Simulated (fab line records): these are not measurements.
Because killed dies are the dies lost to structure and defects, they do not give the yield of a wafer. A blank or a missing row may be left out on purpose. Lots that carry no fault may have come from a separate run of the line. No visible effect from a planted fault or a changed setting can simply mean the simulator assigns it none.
fab line records | flow nandHarc
record lots=12 | wafers=36 | lastDay=34
route steps=1302 shown THIN_TSV@1246 END@1302
lots that met no fault: from a run of the same line without faults
startH: start of the lot's first displayed wafer, in hours after the record's first day | waitH: hours from the lot's prior step to this one | " identical to the entry in the row above | L1.1+2: several wafers, shown together as one row | - no value, or no start was given | * or withheld: withheld | < > ~ a bound
route shown NAME@n: names a module that has steps shown in the file, with the first one's number in the route | usual: mean/standard deviation taken from wafers without a fault | same: alike in all rows | chamber/n: place in a boat | sites: each site's reading | _std_site: standard deviation of those values | _edge_site: inner sites' mean taken away from outer sites' mean | radiusMm: how far each site lies from the wafer's centre | mask NAME#n: copy n | behind: tool/chamber where the wafer was last shaped | hold: why the lot was held/for how many hours/how that ended | device: transistor that didn't switch, given as n, p or np | end of line: the tests these same wafers got at the end of their route | step lacking rows: just its recipe | killed: dies that structure and defects cost at the first sort, which is not the same as the wafer's yield | map: shows each die of a wafer: x if killed, . if not, _ if none is there
set.NAME: the setting the step ran with; set.NAME@STEP: the setting that earlier step ran with | model.NAME: the simulator's own value behind a step, which no gauge read
a sample of lots followed through the steps of the route, with each step as a table and each wafer as a row
services: the hour from which a tool's chamber was out of use, counted from the record's first day as startH (under 0 if before that day), plus the number of hours and why
## steps
# step NHARC_THIN_TSV_THK_MEAS_02
# recipe thkMeasGauge=ir
# usual thkNm=2930/250
lot.wafer | tool         | chamber | startH | waitH | thkNm
L386.2    | filmMetro-02 | -       | 564.23 | -     | 2795
L386.3    | "            | -       | "      | "     | 3009
L386.4    | "            | -       | "      | "     | 2577
L388.1    | filmMetro-01 | -       | 568.35 | -     | 3034
L388.5    | "            | -       | "      | "     | 2952
L388.6    | "            | -       | "      | "     | 3028
L387.2    | filmMetro-01 | -       | 569.56 | -     | 2636
L387.3    | "            | -       | "      | "     | 2488
L387.6    | "            | -       | "      | "     | 2757
L390.1    | filmMetro-01 | -       | 581.72 | 0.2   | 3090
L390.4    | "            | -       | "      | "     | 3139
L390.5    | "            | -       | "      | "     | 2972
L391.4    | filmMetro-02 | -       | 605.23 | -     | 2854
L391.5    | "            | -       | "      | "     | 2699
L391.6    | "            | -       | "      | "     | 2639
L394.2    | filmMetro-01 | -       | 638.83 | -     | 2694
L394.5    | "            | -       | "      | "     | 3004
L394.6    | "            | -       | "      | "     | 3153
L395.1    | filmMetro-01 | -       | 662.73 | -     | 2678
L395.2    | "            | -       | "      | "     | 3157
L395.5    | "            | -       | "      | "     | 3275
L397.1    | filmMetro-01 | -       | 663.94 | -     | 3225
L397.4    | "            | -       | "      | "     | 3263
L397.6    | "            | -       | "      | "     | 3339
L405.3    | filmMetro-01 | -       | 730.60 | 0.2   | 2659
L405.4    | "            | -       | "      | "     | 2687
L405.6    | "            | -       | "      | "     | 2709
L404.1    | filmMetro-02 | -       | 732.36 | -     | 2476
L404.2    | "            | -       | "      | "     | 2777
L404.5    | "            | -       | "      | "     | 2727
L408.1    | filmMetro-01 | -       | 782.40 | -     | 3125
L408.4    | "            | -       | "      | "     | 3029
L408.6    | "            | -       | "      | "     | 3333
L407.3    | filmMetro-02 | -       | 783.61 | 0.2   | 2938
L407.4    | "            | -       | "      | "     | 2642
L407.6    | "            | -       | "      | "     | 3074
# step NHARC_THIN_TSV_DESCUM_14
# recipe timeS=3 | o2FlowSccm=200 | arFlowSccm=0 | biasPowerW=0 | chemistry=O2
# usual drypumpMotorCurrentA=5.6/0.41 | oesProductAu=1.002/0.0096 | rfVppV=57.7/1 | showerheadPlenumPTorr=1.88/0.078 | throttleValvePct=11.312/0.0091
lot.wafer | tool       | chamber | startH | waitH | drypumpMotorCurrentA | oesProductAu | rfHoursCounterH | rfVppV | showerheadPlenumPTorr | throttleValvePct
L386.3    | rieDiel-05 | 0       | 565.61 | -     | 5.3                  | 1.003        | 7.5             | 59.5   | 1.86                  | 11.313
L386.4    | "          | 1       | "      | "     | 5.5                  | 0.999        | 7.3             | 57.7   | 1.86                  | 11.314
L386.2    | "          | 2       | "      | "     | 5.3                  | 0.983        | 7.7             | 58.7   | 2.01                  | 11.309
L388.1    | rieDiel-05 | 2       | 569.56 | -     | 5.3                  | 0.987        | 8.1             | 57.9   | 2.01                  | 11.312
L388.6    | "          | 2       | "      | "     | 5.3                  | 0.983        | -               | 59.4   | 2.01                  | 11.310
L388.5    | "          | 3       | "      | "     | 4.9                  | 0.980        | -               | 59.0   | 1.83                  | 11.300
L387.2    | rieDiel-12 | 3       | 570.77 | -     | 5.8                  | 1.003        | 8.2             | 57.0   | 1.81                  | 11.323
L387.3    | "          | 0       | "      | "     | 5.5                  | 1.009        | 8.4             | 58.8   | 1.80                  | 11.323
L387.6    | "          | 3       | "      | "     | 5.8                  | 1.008        | -               | 56.7   | 1.81                  | 11.300
L390.1    | rieDiel-03 | 1       | 582.80 | -     | 6.6                  | 1.007        | 5.6             | 58.5   | 1.99                  | 11.314
L390.4    | "          | 3       | "      | "     | 5.6                  | 1.005        | 5.5             | 58.5   | 1.82                  | 11.301
L390.5    | "          | 2       | "      | "     | 5.9                  | 0.999        | -               | 56.6   | 1.82                  | 11.289
L391.4    | rieDiel-05 | 0       | 606.45 | -     | 5.3                  | 1.023        | 0.8             | 58.0   | 1.86                  | 11.305
L391.6    | "          | 2       | "      | "     | 5.3                  | 1.004        | -               | 57.3   | 2.01                  | 11.300
L391.5    | "          | 3       | "      | "     | 4.8                  | 1.004        | -               | 57.8   | 1.83                  | 11.304
L394.2    | rieDiel-12 | 2       | 639.95 | -     | 5.6                  | 0.991        | 0.8             | 58.3   | 1.95                  | 11.312
L394.6    | "          | 0       | "      | "     | 5.5                  | 0.998        | -               | 57.1   | 1.80                  | 11.315
L394.5    | "          | 1       | "      | "     | 5.4                  | 1.003        | -               | 60.2   | 2.00                  | 11.320
L395.2    | rieDiel-12 | 0       | 663.82 | -     | 5.5                  | 1.004        | 1.6             | 58.7   | 1.80                  | 11.309
L395.1    | "          | 3       | "      | "     | 5.8                  | 1.000        | 2.0             | 58.2   | 1.81                  | 11.320
L395.5    | "          | 0       | "      | "     | 5.5                  | 1.008        | -               | 56.8   | 1.80                  | 11.305
L397.4    | rieDiel-12 | 3       | 665.17 | -     | 5.9                  | 1.005        | 2.2             | 56.7   | 1.81                  | 11.316
L397.1    | "          | 0       | "      | "     | 5.5                  | 1.021        | 1.8             | 56.8   | 1.80                  | 11.325
L397.6    | "          | 1       | "      | "     | 5.4                  | 1.013        | -               | 57.6   | 2.00                  | 11.313
L405.3    | rieDiel-12 | 0       | 731.68 | -     | 5.5                  | 1.009        | 5.6             | 58.4   | 1.80                  | 11.308
L405.6    | "          | 0       | "      | "     | 5.6                  | 1.018        | -               | 57.9   | 1.80                  | 11.300
L405.4    | "          | 3       | "      | "     | 5.8                  | 0.992        | -               | 58.2   | 1.81                  | 11.311
L404.1    | rieDiel-05 | 1       | 733.58 | -     | 5.5                  | 1.007        | 8.2             | 56.5   | 1.86                  | 11.310
L404.2    | "          | 2       | "      | "     | 5.3                  | 1.016        | 8.5             | 58.2   | 2.00                  | 11.311
L404.5    | "          | 1       | "      | "     | 5.5                  | 1.012        | -               | 57.4   | 1.86                  | 11.298
L408.1    | rieDiel-03 | 1       | 783.61 | -     | 6.6                  | 1.007        | 7.9             | 57.3   | 1.99                  | 11.313
L408.4    | "          | 3       | "      | "     | 5.6                  | 1.002        | 6.5             | 60.0   | 1.82                  | 11.320
L408.6    | "          | 2       | "      | "     | 5.9                  | 0.997        | -               | 56.6   | 1.82                  | 11.303
L407.3    | rieDiel-03 | 0       | 784.84 | -     | 6.1                  | 0.992        | 7.8             | 55.8   | 1.83                  | 11.299
L407.4    | "          | 1       | "      | "     | 6.6                  | 1.003        | 8.4             | 57.2   | 1.99                  | 11.291
L407.6    | "          | 3       | "      | "     | 5.6                  | 0.998        | -               | 57.8   | 1.82                  | 11.295
# step NHARC_THIN_TSV_ETCH_44
# recipe targetDepthA=15942 | timeS=797.1 | cf4FlowSccm=150 | o2FlowSccm=10 | arFlowSccm=0 | rfW=300 | biasW=800 | chemistry=CF4/O2
# usual drypumpMotorCurrentA=5.6/0.4 | oesProductAu=1.003/0.01 | rfVppV=793/4.3 | showerheadPlenumPTorr=1.80/0.07 | throttleValvePct=16.914/0.0089
lot.wafer | tool       | chamber | startH | waitH | drypumpMotorCurrentA | oesProductAu | rfHoursCounterH | rfVppV | showerheadPlenumPTorr | throttleValvePct
L386.2    | rieDiel-05 | 0       | 565.70 | 0.1   | 5.3                  | 1.008        | 7.6             | 790    | 1.78                  | 16.930
L386.3    | "          | 1       | "      | "     | 5.5                  | 0.992        | 7.4             | 791    | 1.79                  | 16.905
L386.4    | "          | 2       | "      | "     | 5.2                  | 0.971        | 7.8             | 800    | 1.92                  | 16.908
L388.1    | rieDiel-05 | 1       | 569.76 | 0.2   | 5.5                  | 0.995        | 8.0             | 792    | 1.79                  | 16.918
L388.6    | "          | 3       | "      | "     | 4.9                  | 0.997        | -               | 789    | 1.76                  | 16.930
L388.5    | "          | 0       | "      | "     | 5.3                  | 1.004        | -               | 791    | 1.78                  | 16.908
L387.2    | rieDiel-12 | 3       | 570.85 | 0.1   | 5.8                  | 1.010        | 8.3             | 788    | 1.74                  | 16.917
L387.3    | "          | 2       | "      | "     | 5.6                  | 0.999        | 7.4             | 795    | 1.87                  | 16.920
L387.6    | "          | 3       | "      | "     | 5.8                  | 1.016        | -               | 787    | 1.74                  | 16.932
L390.4    | rieDiel-03 | 3       | 582.89 | 0.1   | 5.6                  | 1.018        | 5.6             | 788    | 1.75                  | 16.906
L390.1    | "          | 2       | "      | "     | 5.9                  | 0.993        | 5.6             | 789    | 1.75                  | 16.904
L390.5    | "          | 3       | "      | "     | 5.6                  | 1.013        | -               | 790    | 1.75                  | 16.902
L391.4    | rieDiel-05 | 3       | 606.58 | 0.1   | 4.9                  | 1.007        | 1.0             | 791    | 1.76                  | 16.915
L391.6    | "          | 2       | "      | "     | 5.3                  | 1.007        | -               | 798    | 1.92                  | 16.919
L391.5    | "          | 3       | "      | "     | 4.8                  | 0.995        | -               | 790    | 1.76                  | 16.910
L394.2    | rieDiel-12 | 2       | 640.02 | 0.1   | 5.6                  | 0.990        | 0.9             | 798    | 1.87                  | 16.911
L394.5    | "          | 2       | "      | "     | 5.6                  | 0.993        | -               | 795    | 1.86                  | 16.928
L394.6    | "          | 3       | "      | "     | 5.8                  | 0.994        | -               | 788    | 1.74                  | 16.908
L395.1    | rieDiel-12 | 1       | 663.91 | 0.1   | 5.4                  | 1.006        | 1.6             | 798    | 1.91                  | 16.921
L395.2    | "          | 0       | "      | "     | 5.5                  | 1.007        | 1.7             | 788    | 1.73                  | 16.924
L395.5    | "          | 2       | "      | "     | 5.5                  | 1.000        | -               | 797    | 1.86                  | 16.902
L397.1    | rieDiel-12 | 3       | 665.24 | 0.1   | 5.8                  | 0.999        | 2.3             | 787    | 1.74                  | 16.923
L397.4    | "          | 1       | "      | "     | 5.4                  | 1.002        | 2.0             | 797    | 1.91                  | 16.923
L397.6    | "          | 0       | "      | "     | 5.6                  | 1.009        | -               | 788    | 1.73                  | 16.911
L405.3    | rieDiel-12 | 0       | 731.94 | 0.2   | 5.5                  | 1.009        | 5.7             | 788    | 1.73                  | 16.918
L405.6    | "          | 1       | "      | "     | 5.4                  | 0.997        | -               | 799    | 1.91                  | 16.889
L405.4    | "          | 0       | "      | "     | 5.5                  | 1.000        | -               | 788    | 1.73                  | 16.923
L404.2    | rieDiel-05 | 2       | 733.72 | 0.1   | 5.3                  | 1.019        | 8.6             | 800    | 1.91                  | 16.905
L404.1    | "          | 0       | "      | "     | 5.3                  | 1.012        | 5.7             | 791    | 1.78                  | 16.925
L404.5    | "          | 2       | "      | "     | 5.3                  | 1.013        | -               | 800    | 1.91                  | 16.910
L408.1    | rieDiel-03 | 0       | 783.70 | 0.1   | 6.1                  | 0.996        | 7.4             | 790    | 1.76                  | 16.899
L408.4    | "          | 1       | "      | "     | 6.6                  | 0.998        | 8.0             | 799    | 1.90                  | 16.914
L408.6    | "          | 1       | "      | "     | 6.6                  | 1.000        | -               | 799    | 1.90                  | 16.903
L407.4    | rieDiel-03 | 0       | 785.02 | 0.2   | 6.1                  | 0.987        | 7.9             | 789    | 1.76                  | 16.917
L407.3    | "          | 1       | "      | "     | 6.5                  | 0.997        | 8.5             | 799    | 1.90                  | 16.902
L407.6    | "          | 2       | "      | "     | 5.9                  | 0.993        | -               | 789    | 1.75                  | 16.927
# step NHARC_THIN_TSV_STRIP_62
# recipe powerW=1500 | tempC=250 | timeS=20 | chemistry=N2/H2
# usual drypumpMotorCurrentA=5.8/0.43 | heaterPowerW=337/13
lot.wafer | tool           | chamber | startH | waitH | drypumpMotorCurrentA | heaterPowerW | rfHoursCounterH
L386.2    | plasmaAsher-02 | 0       | 568.06 | -     | 5.7                  | 366          | 27
L386.4    | "              | 0       | "      | "     | 5.7                  | 371          | -
L386.3    | "              | 1       | "      | "     | 5.1                  | 335          | -
L388.1    | plasmaAsher-02 | 0       | 572.02 | -     | 5.7                  | 372          | 28
L388.5    | "              | 1       | "      | "     | 5.1                  | 330          | -
L388.6    | "              | 0       | "      | "     | 5.7                  | 369          | -
L387.2    | plasmaAsher-02 | 0       | 573.23 | -     | 5.7                  | 364          | 28
L387.3    | "              | 1       | "      | "     | 5.1                  | 339          | -
L387.6    | "              | 0       | "      | "     | 5.7                  | 370          | -
L390.1    | plasmaAsher-01 | 1       | 585.45 | -     | 6.3                  | 328          | 15
L390.4    | "              | 0       | "      | "     | 6.0                  | 330          | -
L390.5    | "              | 1       | "      | "     | 6.3                  | 342          | -
L391.4    | plasmaAsher-01 | 0       | 608.94 | -     | 6.0                  | 325          | -
L391.6    | "              | 0       | "      | "     | 6.0                  | 336          | -
L391.5    | "              | 1       | "      | "     | 6.3                  | 337          | -
L394.2    | plasmaAsher-01 | 0       | 642.51 | -     | -                    | -            | -
L394.5    | "              | 0       | "      | "     | -                    | -            | -
L394.6    | "              | 1       | "      | "     | -                    | -            | -
L395.2    | plasmaAsher-02 | 1       | 666.31 | -     | -                    | -            | -
L395.1    | "              | 0       | "      | "     | -                    | -            | -
L395.5    | "              | 0       | "      | "     | -                    | -            | -
L397.1    | plasmaAsher-02 | 1       | 667.60 | -     | -                    | -            | -
L397.4    | "              | 0       | "      | "     | -                    | -            | -
L397.6    | "              | 1       | "      | "     | -                    | -            | -
L405.3    | plasmaAsher-01 | 0       | 734.39 | -     | 6.0                  | 324          | -
L405.4    | "              | 1       | "      | "     | 6.3                  | 341          | -
L405.6    | "              | 1       | "      | "     | 6.3                  | 337          | -
L404.2    | plasmaAsher-01 | 0       | 736.10 | -     | 6.0                  | 323          | 7
L404.1    | "              | 1       | "      | "     | 6.2                  | 342          | 7
L404.5    | "              | 0       | "      | "     | 6.0                  | 317          | -
L408.1    | plasmaAsher-01 | 0       | 786.04 | -     | 6.0                  | 311          | 18
L408.4    | "              | 1       | "      | "     | 6.3                  | 333          | -
L408.6    | "              | 0       | "      | "     | 6.0                  | 317          | -
L407.4    | plasmaAsher-01 | 1       | 787.50 | -     | 6.2                  | 338          | -
L407.3    | "              | 0       | "      | "     | 6.0                  | 326          | -
L407.6    | "              | 1       | "      | "     | 6.3                  | 336          | -
# step NHARC_END_SORT_01
# recipe tempC=25
# usual defectLimitedYield=90.6/2.8 | killedAtArray=58/20 | killedAtOther=0.8/1 | killedAtPeriphery=4.6/2.8 | killedDies=63/19 | killedOpen=3.4/2 | killedShort=2.4/1.8
# same grossDies=677
lot.wafer | tool      | chamber | startH | waitH | defectLimitedYield[%] | killedAtArray | killedAtOther | killedAtPeriphery | killedDies | killedOpen | killedShort
L391.4    | prober-01 | 0       | 624.47 | 3.4   | 86.9                  | 82            | 0             | 7                 | 89         | 1          | 3
L391.5    | prober-01 | 0       | 625.27 | 3.7   | 92.6                  | 43            | 0             | 7                 | 50         | 2          | 2
L391.6    | prober-01 | 0       | 626.07 | 4.0   | 89.5                  | 65            | 0             | 6                 | 71         | 3          | 1
L394.2    | prober-02 | 0       | 656.43 | 2.8   | 90.8                  | 47            | 9             | 6                 | 62         | 11         | 3
L394.5    | prober-02 | 0       | 658.83 | 3.7   | 89.7                  | 59            | 8             | 3                 | 70         | 6          | 3
L394.6    | prober-02 | 0       | 659.64 | 4.0   | 91.1                  | 47            | 8             | 5                 | 60         | 8          | 2
L397.1    | prober-01 | 0       | 678.96 | 2.5   | 92.3                  | 42            | 7             | 3                 | 52         | 9          | 3
L397.4    | prober-01 | 0       | 681.35 | 3.4   | 93.1                  | 37            | 9             | 1                 | 47         | 13         | 5
L397.6    | prober-01 | 0       | 682.94 | 4.0   | 93.6                  | 29            | 8             | 6                 | 43         | 9          | 3
L395.1    | prober-01 | 0       | 686.72 | 2.5   | 91.7                  | 39            | 13            | 4                 | 56         | 18         | 2
L395.2    | prober-01 | 0       | 687.50 | 2.8   | 92.2                  | 42            | 6             | 5                 | 53         | 8          | 6
L395.5    | prober-01 | 0       | 689.84 | 3.6   | 91.9                  | 41            | 7             | 7                 | 55         | 9          | 3
L408.1    | prober-01 | 0       | 801.57 | 2.5   | 90.7                  | 60            | 1             | 2                 | 63         | 2          | 1
L408.4    | prober-01 | 0       | 803.99 | 3.4   | 88.8                  | 73            | 0             | 3                 | 76         | 7          | 1
L408.6    | prober-01 | 0       | 805.60 | 4.0   | 87.3                  | 82            | 0             | 4                 | 86         | 6          | 0
# killed by level:class
L391.4 A_SLIT:chamberFilmFlake=34 A_CHANNEL_HOLE_D1:chamberFilmFlake=28 A_CHANNEL_HOLE_D2:chamberFilmFlake=9 P_STI:chamberFilmFlake=5 A_CONTACT:chamberFilmFlake=5 P_GATE:chamberFilmFlake=2 A_ONON_D1:geometricParticle:short=1 A_ONON_D1:geometricParticle:open=1
L391.5 A_CHANNEL_HOLE_D1:chamberFilmFlake=17 A_SLIT:chamberFilmFlake=14 P_STI:chamberFilmFlake=5 A_CHANNEL_FILL_D1:chamberFilmFlake=3 A_STAIRCASE:chamberFilmFlake=2 A_CONTACT:chamberFilmFlake=2 A_CHANNEL_FILL_D1:geometricParticle:short=1 A_ONON_D2:geometricParticle:open=1
L391.6 A_CHANNEL_HOLE_D1:chamberFilmFlake=25 A_SLIT:chamberFilmFlake=24 A_CHANNEL_HOLE_D2:chamberFilmFlake=8 P_STI:chamberFilmFlake=6 A_CONTACT:chamberFilmFlake=3 A_ONON_D1:geometricParticle:open=1 A_CHANNEL_HOLE_D1:geometricParticle:open=1 A_DECK1_JOINT:geometricParticle:open=1
L394.2 A_SLIT:chamberFilmFlake=24 A_CHANNEL_HOLE_D2:chamberFilmFlake=14 THIN_TSV:geometricParticle:open=5 P_CONTACT:chamberFilmFlake=4 THIN_TSV:geometricParticle:short=2 P_CONTACT:geometricParticle:open=1 A_DECK1_JOINT:geometricParticle:open=1 A_ONON_D2:geometricParticle:open=1
L394.5 A_SLIT:chamberFilmFlake=41 A_CHANNEL_HOLE_D2:chamberFilmFlake=12 THIN_TSV:geometricParticle:open=4 THIN_TSV:geometricParticle:short=3 A_CHANNEL_HOLE_D1:chamberFilmFlake=2 A_DECK1_JOINT:chamberFilmFlake=2 P_M0:geometricParticle:open=1 A_M0:geometricParticle:open=1
L394.6 A_SLIT:chamberFilmFlake=27 A_CHANNEL_HOLE_D2:chamberFilmFlake=16 THIN_TSV:geometricParticle:open=7 P_CONTACT:chamberFilmFlake=3 P_M0:geometricParticle:short=1 P_M1:geometricParticle:open=1 A_BLC:geometricParticle:short=1 A_DECK1_JOINT:chamberFilmFlake=1
L397.1 A_CHANNEL_HOLE_D2:chamberFilmFlake=23 THIN_TSV:geometricParticle:open=6 A_CHANNEL_HOLE_D1:chamberFilmFlake=6 A_CONTACT:chamberFilmFlake=3 P_BONDPAD:chamberFilmFlake=2 A_STAIRCASE:chamberFilmFlake=2 A_ONON_D1:geometricParticle:short=1 A_CHANNEL_FILL_D1:geometricParticle:open=1
L397.4 A_CHANNEL_HOLE_D2:chamberFilmFlake=15 A_CHANNEL_HOLE_D1:chamberFilmFlake=6 THIN_TSV:geometricParticle:open=5 THIN_TSV:geometricParticle:short=3 A_CHANNEL_FILL_D1:geometricParticle:open=2 A_ZERO_WELL:chamberFilmFlake=2 A_STAIRCASE:chamberFilmFlake=2 A_ONON_D2:geometricParticle:open=1
L397.6 A_CHANNEL_HOLE_D2:chamberFilmFlake=14 THIN_TSV:geometricParticle:open=6 A_CHANNEL_HOLE_D1:chamberFilmFlake=5 A_STAIRCASE:chamberFilmFlake=4 A_CONTACT:chamberFilmFlake=2 P_CONTACT:geometricParticle:open=1 P_M0:geometricParticle:open=1 A_ONON_D1:geometricParticle:short=1
L395.1 A_CHANNEL_HOLE_D1:chamberFilmFlake=23 THIN_TSV:geometricParticle:open=12 A_STAIRCASE:chamberFilmFlake=4 A_SLIT:chamberFilmFlake=3 A_SOURCE_PLATE:geometricParticle:open=2 P_M2:chamberFilmFlake=2 P_M0:geometricParticle:open=1 A_SGD_CUT:geometricParticle:open=1
L395.2 A_CHANNEL_HOLE_D1:chamberFilmFlake=29 THIN_TSV:geometricParticle:open=4 A_CHANNEL_HOLE_D2:chamberFilmFlake=3 THIN_TSV:geometricParticle:short=2 A_STAIRCASE:chamberFilmFlake=2 P_GATE:geometricParticle:short=1 P_CONTACT:geometricParticle:open=1 A_ONON_D2:geometricParticle:short=1
L395.5 A_CHANNEL_HOLE_D1:chamberFilmFlake=33 THIN_TSV:geometricParticle:open=5 A_CONTACT:chamberFilmFlake=3 P_M2:chamberFilmFlake=3 P_M0:geometricParticle:open=2 A_SLIT:chamberFilmFlake=2 P_BONDPAD:geometricParticle:short=1 A_DECK1_JOINT:geometricParticle:short=1
L408.1 A_SLIT:chamberFilmFlake=27 A_CHANNEL_HOLE_D2:chamberFilmFlake=15 A_CHANNEL_HOLE_D1:chamberFilmFlake=9 A_CONTACT:chamberFilmFlake=7 P_M1:geometricParticle:short=1 A_ONON_D1:geometricParticle:open=1 A_CHANNEL_FILL_D1:geometricParticle:open=1 P_ZERO_WELL:chamberFilmFlake=1
L408.4 A_CHANNEL_HOLE_D2:chamberFilmFlake=24 A_SLIT:chamberFilmFlake=20 A_CHANNEL_HOLE_D1:chamberFilmFlake=11 A_CONTACT:chamberFilmFlake=7 A_STAIRCASE:chamberFilmFlake=3 P_CONTACT:geometricParticle:open=2 A_CHANNEL_FILL_D1:geometricParticle:open=2 A_CHANNEL_FILL_D2:geometricParticle:open=1
L408.6 A_CHANNEL_HOLE_D2:chamberFilmFlake=25 A_SLIT:chamberFilmFlake=22 A_CHANNEL_HOLE_D1:chamberFilmFlake=21 A_CONTACT:chamberFilmFlake=8 A_WL_FILL:geometricParticle:open=2 P_ZERO_WELL:chamberFilmFlake=2 P_M0:geometricParticle:open=1 A_CHANNEL_HOLE_D2:geometricParticle:open=1
## services
tool           | chamber | startH | hours | kind
plasmaAsher-02 | -       | 542.65 | 12.6  | repair
rieDiel-12     | 0       | 552.40 | -     | clean
rieDiel-12     | 1       | 552.40 | -     | clean
rieDiel-12     | 2       | 552.40 | -     | clean
rieDiel-12     | 3       | 552.40 | -     | clean
rieDiel-03     | 0       | 557.91 | 8.1   | repair
rieDiel-12     | 0       | 576.90 | -     | clean
rieDiel-12     | 1       | 576.90 | -     | clean
rieDiel-12     | 2       | 576.90 | -     | clean
rieDiel-12     | 3       | 576.90 | -     | clean
rieDiel-05     | -       | 583.60 | 9.0   | pm
rieDiel-03     | 0       | 591.28 | 30.4  | repair
rieDiel-03     | 3       | 596.67 | 1.9   | repair
rieDiel-12     | 0       | 601.40 | -     | clean
plasmaAsher-02 | -       | 603.83 | 9.0   | pm
rieDiel-05     | 0       | 614.98 | 14.2  | repair
rieDiel-12     | 0       | 620.11 | 6.2   | repair
rieDiel-12     | -       | 622.40 | 9.0   | pm
rieDiel-03     | -       | 635.77 | 9.0   | pm
rieDiel-05     | -       | 692.03 | 0.7   | repair
plasmaAsher-01 | -       | 696.36 | 9.0   | pm
rieDiel-12     | 2       | 730.62 | 7.5   | repair
rieDiel-05     | -       | 760.60 | 9.0   | pm
plasmaAsher-02 | -       | 780.83 | 9.0   | pm
## key
firstSign step=NHARC_THIN_TSV_STRIP_62 | reading=toolRecord | direction=missing
effect step=NHARC_END_SORT_01 | reading=killedAtOther | direction=up | sigmas=7.2 | usual=0.8 | struck=8.3
metAt NHARC_THIN_TSV_STRIP_62
struckLots L394,L395,L397
notActingAt NHARC_THIN_TSV_THK_MEAS_02,NHARC_THIN_TSV_DESCUM_14,NHARC_THIN_TSV_ETCH_44
onsetBetween 608.94 642.51
fault kind=skippedStepWhole | tool=plasmaAsher-01,plasmaAsher-02 | chamber=- | onsetH=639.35 | steps=NHARC_THIN_TSV_STRIP_62 | scope=struckLotsOnly
